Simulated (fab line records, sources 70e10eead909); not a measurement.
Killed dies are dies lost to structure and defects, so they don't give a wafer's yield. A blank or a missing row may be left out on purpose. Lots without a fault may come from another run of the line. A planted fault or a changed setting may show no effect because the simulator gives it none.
fab line records | flow nand_harc
record lots=24 wafers=72 last_day=24
route steps=1159 shown A_STAIRCASE@698 A_SGD_CUT@764 A_SLIT@791 A_WL_FILL@811
lots that met no fault: from a run of the same line without faults
start_h: hours from the record's first day to the start of the lot's first wafer shown | wait_h: hours since the lot's step before | " the same as in the row above | L1.1+2: a row that stands for several wafers | - no value, or no start given | * or withheld: withheld | < > ~ a bound
route shown NAME@n: a module of which the file shows steps, and the number in the route of the first | usual: mean/standard deviation of fault-free wafers | same: alike in all rows | chamber/n: place in a boat | sites: the reading at each site | _std_site: their standard deviation | _edge_site: outer sites' mean less inner sites' | radius_mm: how far each site lies from the wafer's centre | mask NAME#n: copy n | behind: the tool/chamber that last shaped the wafer | hold: why the lot was held/for how many hours/how that ended | device: the transistor (n, p or np) that didn't switch | end of line: the same wafers' tests at the end of the route | a step without rows: its recipe alone | killed: dies lost to structure and defects at the first sort, not the wafer's yield | map: a wafer's dies, x killed, . not, _ none there
set.NAME: the setting as run; set.NAME@STEP: as run at that earlier step | model.NAME: the simulator's own value behind a step, which no gauge read
steps of the route over a sample of lots; a table a step, a row a wafer
services: from which hour (start_h, from the record's first day; less than 0 if before it) a tool's chamber was out of use, for how many hours, and why
## steps
# step NHARC_A_STAIRCASE_ALD_415
# recipe target_thk_a=300 pulse_time_s=6 ald_cycles=300 temp_c=300 material=SiO2
# usual heater_power_w=475/42 precursor_pulse_height_rel=1.001/0.021
# columns lot.wafer tool chamber start_h wait_h heater_power_w precursor_pulse_height_rel
L076.1 ald_hk-02 2 267.61 0.1 424 1.004
L076.4 " 3 " " 459 1.021
L076.2 " 1 " " 468 0.991
L075.2 ald_hk-03 2 269.04 0.1 550 1.006
L075.3 " 3 " " 541 0.967
L075.4 " 1 " " 417 1.029
L074.1 ald_hk-03 2 273.59 0.8 547 1.008
L074.6 " 3 " " 539 0.992
L074.5 " 0 " " 446 1.005
L077.2 ald_hk-02 3 278.38 0.6 463 0.985
L077.3 " 0 " " 470 0.983
L077.5 " 0 " " 468 1.005
L078.3 ald_hk-03 1 279.12 0.8 427 0.992
L078.6 " 2 " " 530 1.006
L078.5 " 3 " " 537 1.048
L079.3 ald_hk-04 3 281.17 0.5 492 1.006
L079.2 " 0 " " 436 1.013
L079.6 " 2 " " 486 0.977
L080.2 ald_hk-02 1 293.94 0.5 456 0.996
L080.1 " 3 " " 467 1.025
L080.6 " 1 " " 469 0.985
L082.4 ald_hk-04 0 294.69 0.3 446 0.950
L082.3 " 2 " " 497 1.013
L082.6 " 0 " " 444 0.996
L081.3 ald_hk-02 1 305.44 2.5 466 0.982
L081.2 " 3 " " 458 0.984
L081.5 " 2 " " 436 1.039
L084.1 ald_hk-03 0 317.51 0.1 445 1.029
L084.4 " 3 " " 544 1.006
L084.5 " 1 " " 434 0.998
L083.2 ald_hk-04 1 318.58 0.8 536 1.003
L083.5 " 2 " " 486 0.995
L083.6 " 3 " " 480 0.975
L085.3 ald_hk-02 2 339.72 0.3 449 1.002
L085.2 " 0 " " 472 0.995
L085.6 " 2 " " 425 0.989
L087.2 ald_hk-03 0 341.05 0.3 412 0.961
L087.4 " 1 " " 442 1.028
L087.3 " 2 " " 532 1.009
L088.1 ald_hk-02 2 343.63 0.5 446 1.009
L088.4 " 3 " " 465 1.001
L088.5 " 1 " " 475 1.026
L086.4 ald_hk-04 1 344.73 0.3 537 1.002
L086.3 " 2 " " 500 0.988
L086.5 " 0 " " 457 0.982
L089.2 ald_hk-03 3 353.62 0.1 531 1.043
L089.3 " 2 " " 540 0.985
L089.6 " 3 " " 544 0.999
L091.3 ald_hk-04 1 357.24 0.1 532 0.988
L091.4 " 2 " " 499 1.005
L091.2 " 0 " " 455 0.959
L090.1 ald_hk-02 1 357.53 0.1 468 0.967
L090.3 " 3 " " 466 0.968
L090.5 " 1 " " 484 1.008
L094.4 ald_hk-03 2 368.51 0.3 522 1.015
L094.1 " 3 " " 542 1.033
L094.6 " 2 " " 543 1.002
L093.1 ald_hk-02 0 369.32 0.5 464 0.991
L093.5 " 2 " " 423 1.003
L093.6 " 3 " " 470 1.015
L092.1 ald_hk-02 0 375.28 0.4 464 0.979
L092.2 " 1 " " 468 0.978
L092.4 " 2 " " 433 1.019
L095.3 ald_hk-03 2 384.80 0.5 511 0.996
L095.2 " 3 " " 546 0.987
L095.6 " 1 " " 436 0.999
L096.4 ald_hk-02 1 399.99 0.5 463 1.004
L096.3 " 2 " " 445 1.035
L096.6 " 3 " " 459 1.010
L097.2 ald_hk-03 2 405.11 1.0 543 0.987
L097.3 " 3 " " 561 0.973
L097.5 " 1 " " 427 1.018
# step NHARC_A_STAIRCASE_DESCUM_443
# recipe time_s=3 o2_flow_sccm=200 ar_flow_sccm=0 bias_power_w=0 chemistry=O2
# usual drypump_motor_current_A=5.68/0.27 oes_product_au=0.999/0.013 rf_vpp_V=57.8/0.93 showerhead_plenum_p_Torr=1.91/0.099 throttle_valve_pct=11.311/0.0098
# columns lot.wafer tool chamber start_h wait_h drypump_motor_current_A oes_product_au rf_hours_counter_h rf_vpp_V showerhead_plenum_p_Torr throttle_valve_pct
L075.4 rie_diel-04 1 308.80 - 5.79 1.006 2 58.5 2.06 11.312
L075.3 " 2 " " 5.53 0.983 3 56.7 1.88 11.317
L075.2 " 0 " " 6.01 1.003 2 57.2 1.86 11.315
L074.1 rie_diel-06 3 308.86 - 5.76 0.977 19 58.5 2.01 11.303
L074.6 " 0 " " 5.40 1.002 - 57.5 1.78 11.305
L074.5 " 1 " " 6.07 0.976 - 56.8 1.92 11.323
L076.2 rie_diel-05 3 308.88 - 5.37 1.002 41 56.1 2.06 11.305
L076.1 " 0 " " 5.61 0.979 47 56.5 1.81 11.307
L076.4 " 1 " " 5.43 1.014 48 57.6 1.88 11.300
L079.2 rie_diel-05 2 317.76 - 5.73 1.014 51 58.9 2.02 11.306
L079.3 " 0 " " 5.61 0.985 50 57.2 1.81 11.307
L079.6 " 2 " " 5.75 1.014 - 57.4 2.02 11.304
L077.2 rie_diel-05 3 317.81 - 5.39 1.007 44 57.1 2.06 11.325
L077.3 " 0 " " 5.61 0.983 50 58.8 1.81 11.317
L077.5 " 2 " " 5.73 1.023 - 56.4 2.01 11.313
L078.3 rie_diel-04 2 317.86 - 5.55 0.998 6 57.1 1.88 11.327
L078.5 " 1 " " 5.78 1.016 - 58.1 2.05 11.322
L078.6 " 2 " " 5.52 1.000 - 57.8 1.88 11.329
L080.2 rie_diel-05 1 331.69 - 5.43 1.016 56 58.7 1.88 11.320
L080.1 " 3 " " 5.38 1.001 51 58.0 2.06 11.304
L080.6 " 1 " " 5.42 1.020 - 57.3 1.88 11.314
L082.4 rie_diel-06 1 331.73 - 6.09 0.987 31 58.8 1.91 11.323
L082.3 " 0 " " 5.38 1.011 30 57.6 1.77 11.321
L082.6 " 1 " " 6.09 0.986 - 58.7 1.91 11.314
L081.3 rie_diel-05 3 344.13 - 5.36 0.995 56 58.2 2.06 11.319
L081.2 " 2 " " 5.74 1.007 62 57.0 2.01 11.319
L081.5 " 1 " " 5.43 1.004 - 58.3 1.88 11.318
L084.1 rie_diel-04 2 357.56 - 5.52 0.981 23 58.2 1.87 11.307
L084.4 " 3 " " 5.23 1.005 22 57.7 1.82 11.314
L084.5 " 1 " " 5.77 1.012 - 58.3 2.05 11.306
L083.2 rie_diel-05 1 357.71 - 5.46 1.006 0 58.3 1.88 11.312
L083.5 " 0 " " 5.63 0.995 - 57.9 1.81 11.310
L083.6 " 1 " " 5.43 1.002 - 57.6 1.88 11.319
L087.4 rie_diel-04 1 377.72 - 5.77 1.013 29 57.5 2.05 11.294
L087.2 " 3 " " 5.25 1.000 28 57.5 1.82 11.303
L087.3 " 0 " " 6.01 1.012 28 57.9 1.85 11.309
L085.2 rie_diel-06 0 377.77 - 5.40 1.000 48 57.5 1.77 11.307
L085.3 " 2 " " 6.08 0.985 46 56.7 1.83 11.326
L085.6 " 0 " " 5.40 0.998 - 58.0 1.77 11.324
L088.1 rie_diel-06 3 377.84 - 5.70 0.982 46 57.3 2.00 11.297
L088.4 " 0 " " 5.41 1.006 48 56.0 1.77 11.320
L088.5 " 3 " " 5.73 0.978 - 57.9 2.00 11.302
L086.3 rie_diel-06 2 377.90 - 6.04 0.987 46 58.5 1.83 11.304
L086.4 " 0 " " 5.43 1.005 48 57.1 1.77 11.328
L086.5 " 1 " " 6.10 0.999 - 57.6 1.91 11.297
L089.2 rie_diel-06 2 390.85 - 6.05 0.983 53 57.2 1.82 11.336
L089.3 " 3 " " 5.75 0.986 52 58.6 1.99 11.313
L089.6 " 1 " " 6.08 0.992 - 58.9 1.90 11.291
L091.2 rie_diel-06 0 394.90 - 5.43 0.996 56 56.2 1.77 11.317
L091.3 " 1 " " 6.07 0.984 57 56.7 1.90 11.320
L091.4 " 2 " " 6.05 0.983 56 56.9 1.82 11.310
L090.3 rie_diel-04 1 395.07 - 5.76 1.017 36 59.0 2.04 11.324
L090.1 " 3 " " 5.24 1.001 36 57.7 1.82 11.305
L090.5 " 1 " " 5.76 1.008 - 59.4 2.04 11.301
L093.1 rie_diel-06 2 407.75 - 6.05 0.990 61 56.5 1.82 11.323
L093.6 " 3 " " 5.77 0.976 - 59.7 1.99 11.305
L093.5 " 0 " " 5.41 0.998 - 57.2 1.76 11.307
L094.1 rie_diel-05 1 407.88 - 5.45 0.992 18 58.1 1.87 11.311
L094.4 " 3 " " 5.38 1.016 20 59.0 2.05 11.311
L094.6 " 1 " " 5.43 0.993 - 56.1 1.87 11.317
L092.2 rie_diel-05 1 422.00 - 5.41 0.999 23 57.7 1.87 11.316
L092.1 " 2 " " 5.73 1.022 23 57.7 2.00 11.307
L092.4 " 3 " " 5.39 1.026 24 59.6 2.05 11.328
L095.2 rie_diel-06 2 435.34 - 6.04 1.008 1 56.9 1.82 11.310
L095.3 " 1 " " 6.06 0.990 3 56.8 1.90 11.297
L095.6 " 2 " " 6.04 1.005 - 56.9 1.82 11.310
L097.2 rie_diel-06 1 446.35 - 6.12 0.994 9 57.6 1.90 11.319
L097.3 " 2 " " 6.07 0.994 7 57.8 1.82 11.303
L097.5 " 0 " " 5.39 0.997 - 58.6 2.07 11.313
L096.3 rie_diel-04 2 446.39 - 5.52 0.986 55 55.3 1.86 11.318
L096.4 " 0 " " 6.00 1.004 54 57.7 1.84 11.310
L096.6 " 2 " " 5.52 0.978 - 58.6 1.86 11.318
# step NHARC_A_SGD_CUT_ETCH_15
# recipe target_depth_a=750 time_s=64.3 ch3f_flow_sccm=50 o2_flow_sccm=30 ar_flow_sccm=200 rf_w=500 bias_w=100 chemistry=CH3F/O2
# usual drypump_motor_current_A=5.6/0.43 oes_product_au=0.957/0.019 rf_vpp_V=264.5/1.5 showerhead_plenum_p_Torr=2.51/0.09 throttle_valve_pct=20.661/0.0088
# columns lot.wafer tool chamber start_h wait_h drypump_motor_current_A oes_product_au rf_hours_counter_h rf_vpp_V showerhead_plenum_p_Torr throttle_valve_pct
L075.2 rie_diel-07 2 - - 5.3 0.938 9 263.4 2.52 20.661
L075.3 " 0 " " 5.5 0.948 8 264.4 2.47 20.677
L075.4 " 1 " " 5.3 0.940 8 263.9 2.38 20.672
L076.1 rie_diel-08 1 - - 5.4 0.960 0 266.8 2.53 20.667
L076.2 " 2 " " 4.9 0.972 0 265.3 2.55 20.661
L076.4 " 3 " " 5.1 0.957 0 262.7 2.32 20.658
L074.1 rie_diel-13 3 - - 6.3 0.994 3 267.3 2.62 20.672
L074.6 " 0 " " 6.0 0.968 - 266.3 2.58 20.665
L074.5 " 1 " " 5.6 0.974 - 265.4 2.56 20.667
L079.2 rie_diel-08 0 - - 5.8 0.972 1 263.8 2.48 20.654
L079.3 " 3 " " 5.1 0.947 1 261.7 2.31 20.663
L079.6 " 0 " " 5.8 0.979 - 264.2 2.48 20.639
L078.3 rie_diel-07 1 - - 5.3 0.958 9 262.6 2.38 20.672
L078.5 " 0 " " 5.5 0.983 - 263.5 2.46 20.673
L078.6 " 1 " " 5.3 0.951 - 262.8 2.38 20.661
L077.3 rie_diel-13 1 - - 5.6 0.994 5 264.6 2.56 20.652
L077.2 " 0 " " 6.0 0.975 5 266.9 2.58 20.642
L077.5 " 1 " " 5.7 0.995 - 264.2 2.56 20.663
L080.1 rie_diel-13 3 - - 6.3 0.965 5 265.9 2.62 20.662
L080.2 " 1 " " 5.7 1.000 7 266.2 2.56 20.663
L080.6 " 3 " " 6.3 0.968 - 265.6 2.62 20.663
L082.4 rie_diel-07 1 - - 5.3 0.922 12 262.5 2.38 20.661
L082.3 " 3 " " 5.3 0.939 12 263.0 2.45 20.669
L082.6 " 2 " " 5.3 0.942 - 263.7 2.52 20.663
L081.2 rie_diel-07 3 - - 5.3 0.981 13 264.7 2.45 20.659
L081.3 " 0 " " 5.5 0.991 13 263.6 2.46 20.670
L081.5 " 1 " " 5.3 0.974 - 263.5 2.38 20.658
L084.1 rie_diel-13 3 - - 6.4 0.939 7 265.9 2.62 20.665
L084.4 " 2 " " 5.6 0.944 8 266.0 2.59 20.665
L084.5 " 0 " " 6.1 0.930 - 265.8 2.57 20.653
L083.2 rie_diel-07 0 - - 5.5 0.934 15 262.5 2.46 20.666
L083.5 " 1 " " 5.3 0.950 - 263.6 2.38 20.659
L083.6 " 2 " " 5.3 0.955 - 263.6 2.52 20.667
L087.3 rie_diel-13 2 - - 5.6 0.906 10 265.3 2.59 20.669
L087.4 " 0 " " 6.0 0.917 10 263.9 2.57 20.651
L087.2 " 1 " " 5.7 0.941 10 264.1 2.56 20.636
L085.2 rie_diel-13 2 - - 5.6 0.931 10 265.6 2.59 20.664
L085.3 " 0 " " 6.0 0.913 10 263.7 2.57 20.659
L085.6 " 1 " " 5.6 0.960 - 265.9 2.56 20.641
L088.1 rie_diel-07 0 - - 5.5 0.943 17 263.6 2.46 20.666
L088.4 " 2 " " 5.3 0.944 17 263.9 2.52 20.666
L088.5 " 1 " " 5.3 0.943 - 263.8 2.38 20.664
L086.3 rie_diel-08 2 388.20 0.3 4.8 0.947 - 264.2 2.55 20.668
L086.4 " 3 " " 5.1 0.927 - 261.1 2.31 20.669
L086.5 " 3 " " 5.1 0.931 - 261.6 2.31 20.663
L089.3 rie_diel-08 0 - - 5.8 0.973 5 263.5 2.48 20.662
L089.2 " 3 " " 5.1 0.953 6 260.5 2.31 20.659
L089.6 " 2 " " 4.8 0.964 - 265.5 2.55 20.657
L091.2 rie_diel-08 1 - - 5.4 0.965 4 264.4 2.53 20.654
L091.3 " 2 " " 4.8 0.964 6 264.9 2.55 20.650
L091.4 " 3 " " 5.1 0.953 7 261.5 2.31 20.648
L090.1 rie_diel-13 3 - - 6.4 0.984 10 265.5 2.61 20.654
L090.3 " 1 " " 5.7 0.988 12 265.3 2.56 20.668
L090.5 " 0 " " 6.0 0.972 - 264.8 2.57 20.648
L094.4 rie_diel-08 0 - - 5.8 0.949 6 263.5 2.48 20.660
L094.1 " 2 " " 4.8 0.969 7 266.7 2.55 20.676
L094.6 " 3 " " 5.1 0.936 - 263.6 2.31 20.649
L093.1 rie_diel-13 0 - - 6.0 0.952 13 264.9 2.57 20.672
L093.5 " 2 " " 5.6 0.941 - 265.9 2.59 20.635
L093.6 " 3 " " 6.4 0.965 - 265.4 2.61 20.676
L092.1 rie_diel-13 3 - - 6.4 0.964 13 266.4 2.61 20.666
L092.2 " 1 " " 5.6 0.968 15 266.3 2.56 20.660
L092.4 " 2 " " 5.6 0.955 15 266.0 2.59 20.664
L095.2 rie_diel-08 2 - - 4.8 0.951 10 265.8 2.55 20.663
L095.3 " 1 " " 5.4 0.943 8 264.2 2.53 20.666
L095.6 " 2 " " 4.8 0.953 - 265.1 2.55 20.664
L096.4 rie_diel-13 3 - - 6.4 0.989 15 266.8 2.61 20.648
L096.3 " 1 " " 5.7 0.967 18 265.6 2.56 20.637
L096.6 " 0 " " 6.0 0.965 - 266.0 2.57 20.662
L097.3 rie_diel-08 1 - - 5.4 0.939 9 265.6 2.53 20.657
L097.2 " 2 " " 4.9 0.976 10 265.5 2.55 20.668
L097.5 " 0 " " 5.9 0.964 - 264.0 2.48 20.656
# step NHARC_A_SLIT_OVL_MEAS_10
# usual overlay_x_nm=0.2/0.74 overlay_y_nm=-0.1/0.89
# columns lot.wafer tool chamber start_h wait_h overlay_x_nm overlay_y_nm
L074.1 overlay-01 - 324.17 - 0.5 0.0
L074.5 " - " " -0.1 -0.2
L074.6 " - " " 0.2 0.1
L076.1 overlay-02 - 324.32 - 1.1 -0.7
L076.2 " - " " 0.8 -0.2
L076.4 " - " " 0.6 -0.4
L075.2 overlay-01 - 324.50 - 1.7 1.1
L075.3 " - " " 1.1 1.1
L075.4 " - " " 1.2 1.1
L078.3 overlay-01 - 333.65 - 0.0 0.9
L078.5 " - " " 0.1 0.4
L078.6 " - " " 0.3 0.6
L079.2 overlay-02 - 334.27 - 0.3 -1.6
L079.3 " - " " 1.2 -2.5
L079.6 " - " " 0.5 -1.7
L077.2 overlay-01 - 334.49 - 0.3 -1.7
L077.3 " - " " 0.1 -1.5
L077.5 " - " " 0.0 -1.2
L080.1 overlay-01 - 347.22 - -0.7 0.7
L080.2 " - " " -0.7 0.7
L080.6 " - " " -0.7 0.6
L082.3 overlay-02 - 347.40 - 1.3 -0.1
L082.4 " - " " 1.8 -0.3
L082.6 " - " " 0.6 0.1
L081.2 overlay-02 - 362.66 - -0.3 1.1
L081.3 " - " " -1.1 0.9
L081.5 " - " " -0.7 0.6
L083.2 overlay-02 - 375.95 - -1.0 0.2
L083.5 " - " " -0.9 0.5
L083.6 " - " " -1.4 0.2
L084.1 overlay-02 - 376.11 - -0.6 -0.4
L084.4 " - " " -0.5 -1.0
L084.5 " - " " -0.6 -0.7
L087.2 overlay-02 - 393.49 - -0.4 1.6
L087.3 " - " " -0.4 1.1
L087.4 " - " " 0.1 1.9
L085.2 overlay-02 - 393.64 - 0.4 0.3
L085.3 " - " " 0.4 0.0
L085.6 " - " " 0.8 0.2
L088.1 overlay-02 - 394.74 - 0.0 0.7
L088.4 " - " " -0.1 0.8
L088.5 " - " " -0.1 0.2
L086.3 overlay-02 - 399.90 - 0.0 -0.3
L086.4 " - " " -0.4 -0.1
L086.5 " - " " -0.1 0.7
L089.2 overlay-02 - 407.17 - 0.2 0.2
L089.3 " - " " -0.7 0.6
L089.6 " - " " -0.5 0.5
L090.1 overlay-02 - 416.38 - -0.3 -1.1
L090.3 " - " " -0.2 -1.3
L090.5 " - " " -0.9 -0.8
L091.2 overlay-02 - 417.75 - -1.1 0.7
L091.3 " - " " -0.4 0.9
L091.4 " - " " -0.7 0.7
L093.1 overlay-01 - 423.48 - 0.5 -1.5
L093.5 " - " " 0.7 -1.1
L093.6 " - " " 0.4 -1.4
L094.1 overlay-02 - 424.28 - 0.6 -0.9
L094.4 " - " " 0.1 -1.7
L094.6 " - " " 0.5 -1.0
L092.1 overlay-02 - 438.78 - 1.6 -1.1
L092.2 " - " " 1.1 -1.4
L092.4 " - " " 1.1 -1.6
L095.2 overlay-02 - 451.72 - 0.0 -0.2
L095.3 " - " " 0.5 -0.3
L095.6 " - " " 0.6 -0.3
L096.3 overlay-02 - 462.27 - 1.3 0.4
L096.4 " - " " 0.8 0.5
L096.6 " - " " 1.3 0.5
L097.2 overlay-01 - 463.46 - 0.5 -0.1
L097.3 " - " " 0.4 -0.3
L097.5 " - " " 0.5 -0.4
# step NHARC_A_SLIT_ETCH_24
# recipe target_depth_a=1210 time_s=60.5 cf4_flow_sccm=100 chf3_flow_sccm=30 ar_flow_sccm=0 rf_w=500 bias_w=200 chemistry=CF4/CHF3
# usual drypump_motor_current_A=5.7/0.42 oes_product_au=0.965/0.018 rf_vpp_V=371.3/2.2 showerhead_plenum_p_Torr=1.59/0.065 throttle_valve_pct=16.802/0.0092
# columns lot.wafer tool chamber start_h wait_h drypump_motor_current_A oes_product_au rf_hours_counter_h rf_vpp_V showerhead_plenum_p_Torr throttle_valve_pct
L074.1 rie_diel-01 2 324.37 0.1 5.2 0.980 0 374.7 1.69 16.804
L074.5 " 2 " " 5.2 0.967 - 373.9 1.69 16.790
L074.6 " 3 " " 5.9 0.984 - 374.4 1.64 16.806
L076.4 rie_diel-03 2 324.50 0.1 5.9 0.940 8 372.8 1.60 16.806
L076.1 " 3 " " 5.8 0.943 8 372.4 1.62 16.811
L076.2 " 0 " " 5.4 0.924 7 373.7 1.63 16.798
L075.2 rie_diel-02 1 324.74 0.1 6.1 0.946 14 370.2 1.55 16.810
L075.4 " 3 " " 4.8 0.965 - 370.2 1.55 16.809
L075.3 " 1 " " 6.1 0.946 - 369.8 1.55 16.793
L078.3 rie_diel-01 0 333.84 0.1 6.0 0.952 0 368.2 1.49 16.807
L078.6 " 3 " " 5.9 0.963 - 373.2 1.64 16.806
L078.5 " 0 " " 6.0 0.949 - 369.2 1.49 16.807
L079.3 rie_diel-01 2 334.45 0.1 5.2 0.990 1 374.4 1.69 16.790
L079.2 " 3 " " 5.9 0.988 1 372.6 1.64 16.796
L079.6 " 2 " " 5.2 0.981 - 375.0 1.69 16.785
L077.2 rie_diel-03 1 335.03 0.1 5.5 0.970 9 374.8 1.68 16.786
L077.3 " 2 " " 5.8 0.961 9 372.1 1.60 16.813
L077.5 " 2 " " 5.8 0.964 - 371.3 1.60 16.808
L080.2 rie_diel-03 2 347.42 0.1 5.9 0.930 10 372.0 1.60 16.799
L080.1 " 3 " " 5.8 0.908 10 371.9 1.62 16.798
L080.6 " 0 " " 5.4 0.896 - 372.8 1.63 16.803
L082.3 rie_diel-02 1 347.61 0.1 6.1 0.963 0 368.6 1.55 16.793
L082.4 " 3 " " 4.8 0.963 - 369.5 1.55 16.795
L082.6 " 2 " " 5.6 0.971 - 369.7 1.52 16.796
L081.3 rie_diel-03 0 362.84 0.1 5.4 0.944 11 371.1 1.63 16.804
L081.2 " 1 " " 5.6 1.006 11 374.9 1.68 16.797
L081.5 " 1 " " 5.5 1.009 - 373.8 1.68 16.819
L083.2 rie_diel-02 3 376.16 0.1 4.8 0.945 2 369.4 1.55 16.794
L083.5 " 3 " " 4.8 0.954 - 368.8 1.55 16.816
L083.6 " 1 " " 6.1 0.956 - 370.4 1.55 16.811
L084.1 rie_diel-01 3 376.29 0.1 5.8 0.953 4 372.8 1.64 16.804
L084.4 " 0 " " 6.0 0.956 3 368.0 1.49 16.802
L084.5 " 0 " " 6.0 0.941 - 368.5 1.49 16.798
L087.4 rie_diel-02 2 393.67 0.1 5.6 0.975 4 368.9 1.52 16.798
L087.3 " 3 " " 4.8 0.953 4 369.6 1.55 16.796
L087.2 " 0 " " 5.7 0.974 0 374.8 1.65 16.791
L085.2 rie_diel-01 3 393.83 0.1 5.9 0.986 5 371.5 1.64 16.815
L085.3 " 1 " " 6.3 0.964 6 370.1 1.58 16.810
L085.6 " 3 " " 5.9 0.986 - 372.8 1.64 16.781
L088.1 rie_diel-01 1 394.92 0.1 6.3 0.966 6 371.3 1.58 16.793
L088.4 " 0 " " 6.0 0.957 4 367.0 1.49 16.802
L088.5 " 1 " " 6.3 0.958 - 370.5 1.58 16.826
L086.4 rie_diel-02 2 400.09 0.1 5.7 0.974 5 366.9 1.52 16.797
L086.3 " 3 " " 4.8 0.956 5 369.6 1.55 16.807
L086.5 " 1 " " 6.1 0.977 - 370.6 1.54 16.808
L089.3 rie_diel-01 2 407.36 0.1 5.2 0.959 8 373.6 1.68 16.784
L089.2 " 0 " " 6.0 0.958 5 368.1 1.49 16.789
L089.6 " 3 " " 5.9 0.971 - 373.5 1.64 16.809
L090.1 rie_diel-03 2 416.57 0.1 5.9 0.972 1 370.7 1.60 16.809
L090.3 " 0 " " 5.5 0.955 1 372.2 1.63 16.812
L090.5 " 2 " " 5.9 0.974 - 371.9 1.60 16.782
L091.3 rie_diel-01 3 417.93 0.1 5.9 0.983 7 372.4 1.64 16.795
L091.4 " 0 " " 6.0 0.967 5 367.9 1.48 16.807
L091.2 " 1 " " 6.3 0.982 8 369.7 1.58 16.803
L093.1 rie_diel-02 1 423.67 0.1 6.1 0.958 7 369.9 1.54 16.811
L093.6 " 0 " " 5.8 0.989 - 371.5 1.65 16.804
L093.5 " 1 " " 6.1 0.952 - 370.0 1.54 16.805
L094.1 rie_diel-01 0 424.47 0.1 6.0 0.948 6 369.6 1.49 16.804
L094.4 " 1 " " 6.2 0.969 9 370.8 1.58 16.814
L094.6 " 3 " " 5.9 0.973 - 373.3 1.64 16.812
L092.1 rie_diel-02 3 438.97 0.1 4.8 0.973 7 368.8 1.55 16.802
L092.4 " 0 " " 5.7 0.974 4 373.2 1.65 16.806
L092.2 " 2 " " 5.6 0.962 7 368.3 1.52 16.797
L095.2 rie_diel-01 3 451.90 0.1 5.9 0.987 10 373.0 1.63 16.797
L095.3 " 1 " " 6.3 0.955 11 370.3 1.58 16.821
L095.6 " 0 " " 6.0 0.957 - 368.1 1.48 16.796
L096.3 rie_diel-01 1 462.45 0.1 6.3 0.949 12 369.8 1.58 16.798
L096.4 " 3 " " 5.9 0.982 11 371.9 1.63 16.796
L096.6 " 1 " " 6.3 0.962 - 372.4 1.58 16.805
L097.2 rie_diel-01 2 463.65 0.1 5.2 0.967 13 373.6 1.68 16.808
L097.3 " 3 " " 5.9 0.971 12 372.7 1.63 16.803
L097.5 " 0 " " 6.0 0.974 - 366.4 1.48 16.803
# step NHARC_A_WL_FILL_ALD_02
# recipe target_thk_a=20 pulse_time_s=3 ald_cycles=100 temp_c=450 material=TiN
# usual heater_power_w=1095/96 precursor_pulse_height_rel=0.999/0.019
# columns lot.wafer tool chamber start_h wait_h heater_power_w precursor_pulse_height_rel
L076.2 ald_metal-03 0 336.05 0.2 1155 0.999
L076.4 " 2 " " 1108 0.995
L076.1 " 3 " " 1154 0.982
L075.4 ald_metal-03 3 336.28 0.2 1146 1.022
L075.2 " 1 " " 1158 0.968
L075.3 " 2 " " 1135 1.008
L074.1 ald_metal-04 2 336.33 0.3 1173 1.018
L074.5 " 3 " " 942 1.014
L074.6 " 0 " " 1115 1.011
L079.3 ald_metal-01 2 350.15 0.1 1236 1.020
L079.2 " 0 " " 1109 1.005
L079.6 " 0 " " 1095 1.019
L078.3 ald_metal-03 2 350.33 0.1 1136 0.984
L078.6 " 2 " " 1143 1.011
L078.5 " 3 " " 1147 0.974
L077.3 ald_metal-04 2 351.97 0.2 1188 1.021
L077.2 " 1 " " 1170 0.977
L077.5 " 3 " " 926 1.009
L082.3 ald_metal-01 2 359.25 0.1 1194 1.011
L082.4 " 0 " " 1065 0.980
L082.6 " 2 " " 1225 1.008
L080.1 ald_metal-03 2 359.26 0.3 1134 0.990
L080.2 " 3 " " 1164 1.019
L080.6 " 2 " " 1114 1.014
L081.2 ald_metal-01 0 374.43 0.2 1066 0.986
L081.3 " 2 " " 1210 1.009
L081.5 " 3 " " 978 1.014
L083.2 ald_metal-01 3 388.34 0.2 971 0.960
L083.6 " 2 " " 1215 1.026
L083.5 " 3 " " 941 0.993
L084.4 ald_metal-04 2 388.46 0.1 1207 0.993
L084.1 " 1 " " 1175 1.002
L084.5 " 3 " " 917 1.005
L085.2 ald_metal-03 0 405.21 0.2 1148 1.022
L085.3 " 3 " " 1163 1.010
L085.6 " 0 " " 1145 0.994
L087.3 ald_metal-04 0 405.39 0.1 1130 1.023
L087.2 " 1 " " 1206 1.015
L087.4 " 3 " " 929 1.025
L088.1 ald_metal-01 0 405.60 0.2 1091 0.984
L088.4 " 2 " " 1208 0.974
L088.5 " 3 " " 962 0.995
L086.3 ald_metal-03 0 413.39 0.2 1147 0.973
L086.4 " 1 " " 1137 0.973
L086.5 " 3 " " 1151 0.983
L089.3 ald_metal-03 0 422.38 0.2 1164 0.980
L089.2 " 1 " " 1131 1.015
L089.6 " 3 " " 1175 0.978
L090.1 ald_metal-03 3 429.03 0.2 1159 1.022
L090.3 " 1 " " 1179 0.977
L090.5 " 3 " " 1147 0.969
L091.2 ald_metal-01 1 429.32 0.2 939 1.006
L091.3 " 3 " " 986 1.003
L091.4 " 0 " " 1109 0.994
L094.1 ald_metal-03 3 435.32 0.2 1170 1.040
L094.4 " 1 " " 1148 0.992
L094.6 " 3 " " 1162 0.996
L093.1 ald_metal-01 0 435.36 0.3 1045 0.984
L093.5 " 2 " " 1217 1.007
L093.6 " 3 " " 979 0.946
L092.2 ald_metal-01 3 450.54 0.2 966 1.030
L092.4 " 0 " " 1070 0.998
L092.1 " 1 " " 956 0.973
L095.2 ald_metal-03 0 463.55 0.2 1147 0.986
L095.3 " 2 " " 1124 1.003
L095.6 " 0 " " 1178 0.983
L096.3 ald_metal-01 0 477.45 0.1 1014 1.005
L096.4 " 2 " " 1124 0.976
L096.6 " 0 " " 1032 1.012
L097.2 ald_metal-04 3 477.61 0.2 871 0.971
L097.3 " 2 " " 1162 1.011
L097.5 " 0 " " 1034 1.038
## services
# columns tool chamber start_h hours kind
rie_diel-01 2 259.57 29.8 repair
rie_diel-01 1 275.09 2.4 repair
rie_diel-13 - 276.00 9.0 pm
ald_metal-01 - 280.00 10.0 pm
ald_hk-02 - 280.15 10.0 pm
rie_diel-08 3 283.15 7.3 repair
rie_diel-13 3 287.12 8.5 repair
rie_diel-01 1 291.81 1.5 repair
ald_metal-03 - 300.21 3.2 repair
rie_diel-01 0 303.49 28.0 repair
rie_diel-01 - 314.87 9.0 pm
ald_metal-01 1 321.98 31.4 repair
ald_metal-03 - 322.00 10.0 pm
rie_diel-13 - 328.55 2.4 repair
ald_metal-01 1 365.15 8.1 repair
rie_diel-06 1 401.58 7.4 repair
rie_diel-06 - 418.21 9.0 pm
rie_diel-13 - 453.00 9.0 pm
ald_hk-02 - 453.20 1.2 repair
ald_metal-01 - 458.00 10.0 pm
ald_hk-02 - 458.15 10.0 pm
rie_diel-06 2 465.01 7.0 repair
rie_diel-06 3 471.49 6.7 repair
rie_diel-13 - 475.60 0.5 repair
## key
fault none
